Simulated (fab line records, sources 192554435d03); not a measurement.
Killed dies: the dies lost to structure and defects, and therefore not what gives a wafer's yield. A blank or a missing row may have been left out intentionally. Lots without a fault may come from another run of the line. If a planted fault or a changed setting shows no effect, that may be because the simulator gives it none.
fab line records	flow n5_finfet	part 1 of 2: steps 1 to 25 of 30
[record] lots = 5	wafers = 15	last_day = 20
route steps=1938 shown BEOL_M13@1705 BEOL_M14@1716
lots with no fault: from the same line, run without faults
start_h: hours from the record's opening day to when the first of the lot's shown wafers began	wait_h: hours elapsed since this lot's preceding step	" same as the row above	L1.1+2: one row covering several wafers at once	- no value, or no start given	* or withheld: withheld	< > ~ a bound
route shown NAME@n: names a module that has steps shown in the file, with the first one's number in the route	usual: mean and standard deviation over wafers with no fault	same: alike in all rows	chamber/n: place in a boat	sites: per-site readings	_std_site: the standard deviation of these	_edge_site: mean of outer sites minus mean of inner sites	radius_mm: how far each site lies from the wafer's centre	mask NAME#n: copy n	behind: tool/chamber where the wafer was last shaped	hold: what put the lot on hold/how long, in hours/how the hold closed	device: transistor that didn't switch, given as n, p or np	end of line: at the end of the route, the tests of the same wafers	where a step has no rows: the recipe by itself	killed: count of dies lost to structure and defects at first sort (not the wafer's yield)	map: a wafer's dies, x killed, . not, _ none there
set.NAME: the setting that was run; set.NAME@STEP: the one run at that earlier step	model.NAME: the simulator's own value behind a step, which no gauge read
a table for each step, a row for each wafer; lots at some steps of the route
services: a tool's chamber out of use, with start hour (start_h, from the record's first day; less than 0 if before it), hours out, and reason
[[steps]]
[step N5_BEOL_M13_SPUTTER_43]
[recipe] material = TaN	target_thk_a = 150	temp_c = 50	bias_v = 168.6	power_w = 15000	chamber_pressure_pa = 0.12	time_s = 24.19
[usual] throttle_valve_pct = 29.6/1
lot.wafer	tool	chamber	start_h	wait_h	throttle_valve_pct
L075.1	pvd_sputter-03	-	309.31	0.0	30.8
L075.5	"	-	"	"	29.3
L075.6	"	-	"	"	28.9
L080.1	pvd_sputter-02	-	336.47	0.0	30.0
L080.2	"	-	"	"	30.1
L080.4	"	-	"	"	31.3
L088.1	pvd_sputter-02	-	368.62	0.0	31.5
L088.3	"	-	"	"	30.4
L088.6	"	-	"	"	29.6
L095.3	pvd_sputter-03	-	433.41	0.0	30.8
L095.5	"	-	"	"	28.9
L095.6	"	-	"	"	29.1
L097.1	pvd_sputter-01	-	443.16	0.0	31.2
L097.2	"	-	"	"	28.3
L097.3	"	-	"	"	28.6
[step N5_BEOL_M13_SPUTTER_44]
[recipe] material = Ta	target_thk_a = 100	temp_c = 50	bias_v = 80	power_w = 15000	chamber_pressure_pa = 0.07	time_s = 16.13
[usual] throttle_valve_pct = 29.6/1.1
lot.wafer	tool	chamber	start_h	wait_h	throttle_valve_pct
L075.1	pvd_sputter-03	-	309.39	0.0	31.1
L075.5	"	-	"	"	29.2
L075.6	"	-	"	"	28.8
L080.1	pvd_sputter-02	-	336.55	0.0	30.1
L080.2	"	-	"	"	30.3
L080.4	"	-	"	"	31.5
L088.1	pvd_sputter-02	-	368.70	0.0	31.4
L088.3	"	-	"	"	30.3
L088.6	"	-	"	"	29.7
L095.3	pvd_sputter-03	-	433.49	0.0	31.2
L095.5	"	-	"	"	29.0
L095.6	"	-	"	"	29.5
L097.1	pvd_sputter-01	-	443.24	0.0	30.8
L097.2	"	-	"	"	28.3
L097.3	"	-	"	"	28.6
[step N5_BEOL_M13_SPUTTER_45]
[recipe] material = Cu	target_thk_a = 800	temp_c = -20	bias_v = 60	power_w = 26000	chamber_pressure_pa = 0.13	time_s = 13.33
[usual] throttle_valve_pct = 29.6/1
lot.wafer	tool	chamber	start_h	wait_h	throttle_valve_pct
L075.1	pvd_sputter-03	-	309.47	0.0	30.8
L075.5	"	-	"	"	29.2
L075.6	"	-	"	"	28.9
L080.1	pvd_sputter-02	-	336.63	0.0	30.0
L080.2	"	-	"	"	30.3
L080.4	"	-	"	"	31.4
L088.1	pvd_sputter-02	-	368.78	0.0	31.3
L088.3	"	-	"	"	30.2
L088.6	"	-	"	"	29.9
L095.3	pvd_sputter-03	-	433.57	0.0	30.8
L095.5	"	-	"	"	28.9
L095.6	"	-	"	"	29.4
L097.1	pvd_sputter-01	-	443.32	0.0	31.2
L097.2	"	-	"	"	28.3
L097.3	"	-	"	"	28.8
[step N5_BEOL_M13_ECD_47]
[recipe] material = Cu	target_thk_a = 9360
lot.wafer	tool	chamber	start_h	wait_h
L075.1+5+6	ecd_cu-01	1,0,1	309.58	0.1
L080.1+2+4	ecd_cu-02	0,1,0	336.75	0.1
L088.1+3+6	ecd_cu-01	1,0,0	368.95	0.1
L095.3+5+6	ecd_cu-01	1,1,0	433.74	0.1
L097.1+2+3	ecd_cu-02	0,1,0	443.43	0.1
[step N5_BEOL_M13_ANNEAL_48]
[recipe] temp_c = 225	time_s = 90	ambient = N2
[usual] wafer_temp_C_max = 225.81/0.29
lot.wafer	tool	chamber	start_h	wait_h	wafer_temp_C_max
L075.1	rtp_anneal-01	0	309.75	0.1	225.60
L075.5	"	0	"	"	225.88
L075.6	"	0	"	"	225.54
L080.1	rtp_anneal-02	0	336.91	0.1	226.03
L080.2	"	0	"	"	225.88
L080.4	"	0	"	"	225.93
L088.1	rtp_anneal-02	0	369.25	0.3	225.98
L088.3	"	0	"	"	225.81
L088.6	"	0	"	"	225.63
L095.3	rtp_anneal-02	0	433.94	0.2	226.00
L095.5	"	0	"	"	226.11
L095.6	"	0	"	"	225.99
L097.1	rtp_anneal-02	0	443.76	0.3	226.24
L097.2	"	0	"	"	226.06
L097.3	"	0	"	"	226.18
[step N5_BEOL_M13_CMP_49]
[recipe] stop_on = SiOC	t_overpolish_s = 17.1	down_force_psi = 1	platen_rpm = 50	clearing_platen_down_force_psi = 1.5	clearing_platen_rpm = 50	post_cmp_clean = cu_alkaline	target_thk_nm = 420	clearing_platen_pad_velocity_m_s = 0.99484	pad_velocity_m_s = 0.99484
[usual] barrier_field_endpoint_s = 30.4/0.64	head_pressure_psi = 0.9999/0.0021	motor_current_A = 6.2/0.72	overpolish_run_s = 17.100/0.0094	platen_rpm = 50.00/0.032
lot.wafer	tool	chamber	start_h	wait_h	barrier_field_endpoint_s	head_pressure_psi	motor_current_A	overpolish_run_s	platen_rpm
L075.1	cmp-02	3	310.16	0.4	31.2	0.9998	5.5	17.121	50.00
L075.5	"	0	"	"	30.8	0.9977	6.0	17.083	50.02
L075.6	"	1	"	"	31.2	0.9995	5.8	17.107	49.98
L080.1	cmp-02	2	337.21	0.3	29.8	0.9971	6.1	17.101	50.00
L080.2	"	3	"	"	30.7	0.9979	5.6	17.093	50.01
L080.4	"	1	"	"	30.6	0.9995	6.2	17.084	50.01
L088.1	cmp-02	0	369.58	0.3	29.9	1.0001	6.0	17.100	49.99
L088.3	"	1	"	"	29.8	0.9993	5.7	17.108	50.07
L088.6	"	3	"	"	29.5	1.0015	5.6	17.101	50.01
L095.3	cmp-03	0	434.19	0.2	30.5	0.9998	6.4	17.103	49.98
L095.6	"	3	"	"	30.7	0.9985	6.6	17.099	49.99
L095.5	"	0	"	"	30.3	1.0051	6.5	17.110	50.00
L097.1	cmp-04	0	444.06	0.3	30.5	1.0006	5.8	17.103	49.99
L097.3	"	1	"	"	30.2	0.9988	6.1	17.103	49.98
L097.2	"	2	"	"	30.4	0.9982	6.1	17.100	49.97
[step N5_BEOL_M13_THK_MEAS_50]
[recipe] thk_meas_gauge = xrf	reads = Cu_of_BEOL_M13_ECD_47
[usual] M13_THK = 425/7.4
lot.wafer	tool	chamber	start_h	wait_h	M13_THK[nm]
L075.1	film_metro-02	-	310.34	-	430
L075.5	"	-	"	"	424
L075.6	"	-	"	"	430
L080.1	film_metro-02	-	337.50	-	411
L080.2	"	-	"	"	418
L080.4	"	-	"	"	426
L088.1	film_metro-02	-	369.84	-	425
L088.3	"	-	"	"	440
L088.6	"	-	"	"	433
L095.3	film_metro-02	-	434.45	-	433
L095.5	"	-	"	"	430
L095.6	"	-	"	"	422
L097.1	film_metro-02	-	444.36	-	430
L097.2	"	-	"	"	422
L097.3	"	-	"	"	417
[step N5_BEOL_M13_PRE_CLEAN_52]
[recipe] gas = NH3	time_s = 15	temp_c = withheld	rf_power_w = 300
lot.wafer	tool	chamber	start_h	wait_h
L075.1+5+6	pecvd-01	0,2,1	310.38	0.0
L080.1+2+4	pecvd-01	2,0,2	337.54	0.0
L088.1+3+6	pecvd-04	1,0,2	369.88	0.0
L095.3+5+6	pecvd-01	0,0,1	434.48	0.0
L097.1+2+3	pecvd-02	1,2,2	444.39	0.0
[step N5_BEOL_M13_DEP_53]
[recipe] material = SiCN	target_thk_a = 500	temp_c = withheld	precursor = 3MS/NH3	pressure_torr = 3	rf_w = 675	time_s = 17.8
[usual] chamber_pressure_Torr = 3.000/0.007	showerhead_plenum_p_Torr = 4.16/0.035	throttle_valve_pct = 18.2/0.92
lot.wafer	tool	chamber	start_h	wait_h	chamber_pressure_Torr	showerhead_plenum_p_Torr	throttle_valve_pct
L075.1	pecvd-01	0	310.40	0.0	3.000	4.15	19.2
L075.5	"	2	"	"	2.990	4.14	18.4
L075.6	"	1	"	"	3.013	4.12	17.8
L080.1	pecvd-01	2	337.57	0.0	3.004	4.13	18.2
L080.2	"	0	"	"	3.014	4.16	19.0
L080.4	"	2	"	"	3.008	4.13	18.0
L088.1	pecvd-04	1	369.90	0.0	3.007	4.17	20.0
L088.3	"	0	"	"	3.003	4.22	18.4
L088.6	"	2	"	"	2.996	4.18	17.7
L095.3	pecvd-01	0	434.51	0.0	3.000	4.15	19.1
L095.5	"	0	"	"	2.992	4.16	19.1
L095.6	"	1	"	"	3.006	4.10	16.1
L097.1	pecvd-02	1	444.43	0.0	2.995	4.17	17.9
L097.2	"	2	"	"	3.003	4.14	17.1
L097.3	"	2	"	"	3.000	4.14	16.9
[step N5_BEOL_M13_RS_MEAS_54]
[recipe] thk_meas_gauge = four-point-probe	reads = Cu_of_BEOL_M13_ECD_47+Ta_of_BEOL_M13_SPUTTER_44+TaN_of_BEOL_M13_SPUTTER_43
[usual] M13_RS = 0.0449/0.00071
lot.wafer	tool	chamber	start_h	wait_h	M13_RS[ohm/sq]
L075.1	film_metro-01	-	310.48	0.1	0.0448
L075.5	"	-	"	"	0.0452
L075.6	"	-	"	"	0.0448
L080.1	film_metro-01	-	337.63	0.0	0.0461
L080.2	"	-	"	"	0.0453
L080.4	"	-	"	"	0.0447
L088.1	film_metro-02	-	369.97	0.0	0.0450
L088.3	"	-	"	"	0.0436
L088.6	"	-	"	"	0.0446
L095.3	film_metro-01	-	434.58	0.1	0.0442
L095.5	"	-	"	"	0.0441
L095.6	"	-	"	"	0.0454
L097.1	film_metro-01	-	444.51	0.1	0.0447
L097.2	"	-	"	"	0.0452
L097.3	"	-	"	"	0.0461
[step N5_BEOL_M13_INSPECT_55]
[recipe] inspect_instrument = darkfield	mode = post_dep
[usual] raw_defect_count = 72/25
lot.wafer	tool	chamber	start_h	wait_h	raw_defect_count
L075.1	defect_inspect-02	-	310.51	0.0	126
L075.5	"	-	"	"	98
L075.6	"	-	"	"	72
L080.1	defect_inspect-02	-	337.66	0.0	87
L080.2	"	-	"	"	79
L080.4	"	-	"	"	58
L088.1	defect_inspect-01	-	369.99	0.0	39
L088.3	"	-	"	"	78
L088.6	"	-	"	"	81
L095.3	defect_inspect-01	-	434.60	0.0	40
L095.5	"	-	"	"	66
L095.6	"	-	"	"	73
L097.1	defect_inspect-01	-	444.54	0.0	37
L097.2	"	-	"	"	62
L097.3	"	-	"	"	41
[step N5_BEOL_M14_ILD_DEP_00]
[recipe] material = SiO2	target_thk_a = 11193	temp_c = 400	precursor = TEOS/O2	pressure_torr = 6.5	rf_w = 900	teos_flow_sccm = 161.4	gas = O2	flow_sccm = 2650	time_s = 237.4
[usual] chamber_pressure_Torr = 6.500/0.014	heater_power_w = 553/110	showerhead_plenum_p_Torr = 8.33/0.046	throttle_valve_pct = 18.4/0.93
lot.wafer	tool	chamber	start_h	wait_h	chamber_pressure_Torr	heater_power_w	showerhead_plenum_p_Torr	throttle_valve_pct
L075.1	pecvd-02	0	310.55	0.0	6.489	452	8.43	18.4
L075.5	"	1	"	"	6.523	417	8.36	18.2
L075.6	"	2	"	"	6.517	579	8.31	17.4
L080.1	pecvd-03	1	337.70	0.0	6.507	599	8.29	19.3
L080.2	"	0	"	"	6.540	588	8.38	19.3
L080.4	"	1	"	"	6.489	664	8.28	19.4
L088.1	pecvd-02	1	370.03	0.0	6.488	526	8.32	18.4
L088.3	"	2	"	"	6.513	472	8.32	17.5
L088.6	"	1	"	"	6.486	560	8.34	18.4
L095.3	pecvd-01	0	434.64	0.0	6.495	596	8.31	19.8
L095.5	"	2	"	"	6.491	731	8.31	19.1
L095.6	"	0	"	"	6.499	475	8.31	19.6
L097.1	pecvd-01	1	444.58	0.0	6.493	446	8.27	16.8
L097.2	"	2	"	"	6.495	734	8.32	19.2
L097.3	"	0	"	"	6.506	493	8.35	19.7
[step N5_BEOL_M14_THK_MEAS_01]
[recipe] reads = SiO2_of_BEOL_M14_ILD_DEP_00
[usual] M14_ILD_THK = 1121/13
lot.wafer	tool	chamber	start_h	wait_h	M14_ILD_THK[nm]
L075.1	film_metro-02	-	310.74	0.1	1118
L075.5	"	-	"	"	1115
L075.6	"	-	"	"	1131
L080.1	film_metro-02	-	337.89	0.1	1123
L080.2	"	-	"	"	1118
L080.4	"	-	"	"	1147
L088.1	film_metro-02	-	370.22	0.1	1106
L088.3	"	-	"	"	1111
L088.6	"	-	"	"	1132
L095.3	film_metro-01	-	434.83	0.1	1112
L095.5	"	-	"	"	1132
L095.6	"	-	"	"	1137
L097.1	film_metro-01	-	444.77	0.1	1098
L097.2	"	-	"	"	1102
L097.3	"	-	"	"	1091
[step N5_BEOL_M14_COAT_58]
[recipe] resist = BARC	temp_c = 205	time_s = 60	spin_rpm = 1500	resist_thk_nm = 89
[usual] heater_power_total_W = 391.7/1.3	plate_temp_C = 205.01/0.14
lot.wafer	tool	chamber	start_h	wait_h	heater_power_total_W	plate_temp_C
L075.1	litho_track-05	0	310.77	0.0	392.5	204.89
L075.5	"	0	"	"	390.2	204.83
L075.6	"	0	"	"	392.2	204.94
L080.1	litho_track-01	0	337.92	0.0	390.2	205.12
L080.2	"	0	"	"	390.5	205.00
L080.4	"	0	"	"	394.0	204.91
L088.1	litho_track-01	0	370.25	0.0	391.4	204.98
L088.3	"	0	"	"	391.5	205.15
L088.6	"	0	"	"	393.6	205.27
L095.3	litho_track-01	0	434.86	0.0	390.3	204.84
L095.5	"	0	"	"	390.6	204.98
L095.6	"	0	"	"	392.8	204.93
L097.1	litho_track-04	0	444.80	0.0	392.6	204.76
L097.2	"	0	"	"	393.7	204.92
L097.3	"	0	"	"	393.5	204.93
[step N5_BEOL_M14_COAT_04]
[recipe] spin_rpm = 1704	resist_thk_nm = 800
lot.wafer	tool	chamber	start_h	wait_h
L075.1+5+6	litho_track-05	0	-	-
L080.1+2+4	litho_track-01	0	-	-
L088.1+3+6	litho_track-01	0	-	-
L095.3+5+6	litho_track-01	0	-	-
L097.1+2+3	litho_track-04	0	-	-
[step N5_BEOL_M14_EBR_06]
[recipe] solvent = PGMEA	ebr_width_mm = 1.5
lot.wafer	tool	chamber	start_h	wait_h
L075.1+5+6	litho_track-05	0	-	-
L080.1+2+4	litho_track-01	0	-	-
L088.1+3+6	litho_track-01	0	-	-
L095.3+5+6	litho_track-01	0	-	-
L097.1+2+3	litho_track-04	0	-	-
[step N5_BEOL_M14_SOFTBAKE_05]
[recipe] temp_c = 130	time_s = 60
[usual] heater_power_total_W = 218.6/1.5	plate_temp_C = 129.97/0.12
lot.wafer	tool	chamber	start_h	wait_h	heater_power_total_W	plate_temp_C
L075.1	litho_track-05	0	-	-	220.5	130.03
L075.5	"	0	"	"	217.1	129.96
L075.6	"	0	"	"	220.8	130.16
L080.1	litho_track-01	0	-	-	220.7	130.03
L080.2	"	0	"	"	217.1	129.78
L080.4	"	0	"	"	216.7	130.03
L088.1	litho_track-01	0	-	-	218.2	129.86
L088.3	"	0	"	"	219.1	129.95
L088.6	"	0	"	"	218.4	130.28
L095.3	litho_track-01	0	-	-	217.2	129.89
L095.5	"	0	"	"	219.4	129.94
L095.6	"	0	"	"	219.3	129.90
L097.1	litho_track-04	0	-	-	218.0	129.91
L097.2	"	0	"	"	219.9	129.79
L097.3	"	0	"	"	218.6	129.91
[step N5_BEOL_M14_EXPOSE_07]
[recipe] mask_id = V13	na = 0.8	source_shape = annular	sigma_inner = 0.5	sigma_outer = 0.8	polarization = unpolarized	attpsm_phase_deg = 180	dose_mj = 57
[same] sigma_inner = 0.5
lot.wafer	tool	chamber	start_h	wait_h	mask
L075.1+5+6	krf_scanner-02	0	310.87	-	V13#0
L080.1+2+4	krf_scanner-02	0	338.18	-	V13#0
L088.1+3+6	krf_scanner-02	0	370.35	-	V13#0
L095.3+5+6	krf_scanner-01	0	434.97	-	V13#0
L097.1+2+3	krf_scanner-02	0	445.02	-	V13#0
[step N5_BEOL_M14_PEB_08]
[recipe] peb_temp_c = 130	peb_time_s = 90
[usual] heater_power_total_W = 172.4/0.72	plate_temp_C = 130.01/0.12
lot.wafer	tool	chamber	start_h	wait_h	heater_power_total_W	plate_temp_C
L075.1	litho_track-05	0	310.93	0.1	172.7	129.97
L075.5	"	0	"	"	172.5	130.09
L075.6	"	0	"	"	172.3	129.97
L080.1	litho_track-04	0	338.24	0.1	172.2	130.05
L080.2	"	0	"	"	171.7	130.11
L080.4	"	0	"	"	172.4	129.90
L088.1	litho_track-05	0	370.41	0.1	172.5	130.01
L088.3	"	0	"	"	173.2	130.16
L088.6	"	0	"	"	172.2	129.88
L095.3	litho_track-01	0	435.02	0.0	172.0	130.08
L095.5	"	0	"	"	171.5	129.97
L095.6	"	0	"	"	172.9	130.16
L097.1	litho_track-04	0	445.08	0.1	172.1	129.89
L097.2	"	0	"	"	172.2	130.08
L097.3	"	0	"	"	172.6	130.05
[step N5_BEOL_M14_DEVELOP_09]
[recipe] develop_time_s = 45	rinse_liquid = diw	dry = air_spin	dev_temp_c = 21
lot.wafer	tool	chamber	start_h	wait_h
L075.1+5+6	litho_track-05	0	-	-
L080.1+2+4	litho_track-04	0	-	-
L088.1+3+6	litho_track-05	0	-	-
L095.3+5+6	litho_track-01	0	-	-
L097.1+2+3	litho_track-04	0	-	-
[step N5_BEOL_M14_HARDBAKE_14]
[recipe] temp_c = 130	time_s = 120
[usual] heater_power_total_W = 148.2/0.9	plate_temp_C = 129.99/0.12
lot.wafer	tool	chamber	start_h	wait_h	heater_power_total_W	plate_temp_C
L075.1	litho_track-05	0	-	-	147.6	130.12
L075.5	"	0	"	"	149.1	129.97
L075.6	"	0	"	"	148.6	130.10
L080.1	litho_track-04	0	-	-	148.8	129.93
L080.2	"	0	"	"	148.4	129.80
L080.4	"	0	"	"	148.3	130.21
L088.1	litho_track-05	0	-	-	149.4	130.23
L088.3	"	0	"	"	149.3	130.05
L088.6	"	0	"	"	148.0	129.85
L095.3	litho_track-01	0	-	-	149.2	130.01
L095.5	"	0	"	"	149.3	129.86
L095.6	"	0	"	"	147.8	129.89
L097.1	litho_track-04	0	-	-	148.9	130.24
L097.2	"	0	"	"	148.6	130.10
L097.3	"	0	"	"	146.4	130.11
[step N5_BEOL_M14_CD_MEAS_10]
[recipe] target_cd_nm = 250	landing_energy_ev = 500	detector = se_inlens	polarity = opening
[usual] cd_nm = 250.3/1.1
lot.wafer	tool	chamber	start_h	wait_h	cd_nm
L075.1	cd_sem-02	0	311.04	-	251.0
L075.5	"	0	"	"	247.9
L075.6	"	0	"	"	249.9
L080.1	cd_sem-01	0	338.35	-	251.0
L080.2	"	0	"	"	251.6
L080.4	"	0	"	"	251.2
L088.1	cd_sem-02	0	370.53	-	248.1
L088.3	"	0	"	"	248.8
L088.6	"	0	"	"	249.9
L095.3	cd_sem-01	0	435.14	-	249.9
L095.5	"	0	"	"	249.5
L095.6	"	0	"	"	249.2
L097.1	cd_sem-02	0	445.20	-	251.3
L097.2	"	0	"	"	250.6
L097.3	"	0	"	"	251.7
[step N5_BEOL_M14_OVL_MEAS_11]
[recipe] points_per_wafer = 44
[usual] V13_OVL = 4/4.6
lot.wafer	tool	chamber	start_h	wait_h	V13_OVL[nm]
L075.1	overlay-02	0	311.07	0.0	5
L075.5	"	0	"	"	1
L075.6	"	0	"	"	1
L080.1	overlay-01	0	338.38	0.0	-2
L080.2	"	0	"	"	1
L080.4	"	0	"	"	8
L088.1	overlay-01	0	370.56	0.0	-5
L088.3	"	0	"	"	-2
L088.6	"	0	"	"	-2
L095.3	overlay-02	0	435.16	0.0	8
L095.5	"	0	"	"	6
L095.6	"	0	"	"	14
L097.1	overlay-02	0	445.23	0.0	9
L097.2	"	0	"	"	10
L097.3	"	0	"	"	7
[step N5_BEOL_M14_INSPECT_12]
[recipe] mode = adi	inspect_instrument = macro
[usual] raw_defect_count = 2.3/1.5
lot.wafer	tool	chamber	start_h	wait_h	raw_defect_count
L075.1	defect_inspect-02	-	311.10	0.0	2
L075.5	"	-	"	"	2
L075.6	"	-	"	"	0
L080.1	defect_inspect-01	-	338.41	0.0	3
L080.2	"	-	"	"	3
L080.4	"	-	"	"	4
L088.1	defect_inspect-02	-	370.58	0.0	7
L088.3	"	-	"	"	3
L088.6	"	-	"	"	2
L095.3	defect_inspect-01	-	435.19	0.0	2
L095.5	"	-	"	"	3
L095.6	"	-	"	"	5
L097.1	defect_inspect-01	-	445.25	0.0	3
L097.2	"	-	"	"	1
L097.3	"	-	"	"	4
[step N5_BEOL_M14_DESCUM_15]
[recipe] chemistry = O2	time_s = 7.9	source_power_w = 50	bias_power_w = 20	pressure_mtorr = 20	rf_frequency_hz = 2.712e+07	temp_c = 40	o2_flow_sccm = 225
[usual] drypump_motor_current_A = 5.8/0.41	oes_product_au = 0.76/0.07	rf_vpp_V = 243.4/1.2	showerhead_plenum_p_Torr = 2.11/0.053	temp_c = 40.03/0.11	throttle_valve_pct = 20.49/0.2
lot.wafer	tool	chamber	start_h	wait_h	drypump_motor_current_A	oes_product_au	rf_hours_counter_h	rf_vpp_V	showerhead_plenum_p_Torr	temp_c	throttle_valve_pct
L075.1	rie_diel-04	1	311.62	0.5	5.3	0.76	138	241.8	2.09	40.09	20.16
L075.5	"	1	"	"	5.3	0.76	-	242.5	2.09	40.04	20.16
L075.6	"	0	"	"	6.4	0.85	-	244.6	2.21	40.08	20.37
L080.1	rie_diel-06	1	338.87	0.5	5.7	0.78	112	243.3	2.10	39.85	20.52
L080.2	"	3	"	"	5.9	0.72	192	243.7	2.09	39.89	20.53
L080.4	"	0	"	"	6.0	0.70	235	242.0	2.06	40.00	20.73
L088.1	rie_diel-01	0	370.73	0.1	5.7	0.79	124	243.8	2.19	40.04	20.57
L088.3	"	1	"	"	5.8	0.77	144	243.9	2.10	40.11	20.51
L088.6	"	0	"	"	5.7	0.79	-	246.3	2.19	40.22	20.56
L095.3	rie_diel-06	2	435.24	0.0	5.1	0.99	1	243.4	2.15	40.01	20.06
L095.5	"	1	"	"	5.7	0.76	-	244.5	2.09	40.05	20.60
L095.6	"	0	"	"	5.9	0.92	-	242.8	2.05	40.14	20.39
L097.1	rie_diel-06	2	445.33	0.1	5.1	0.97	5	243.9	2.15	39.99	20.08
L097.2	"	0	"	"	6.0	0.91	15	241.5	2.05	40.07	20.40
L097.3	"	3	"	"	5.9	0.69	234	243.0	2.07	39.96	20.59
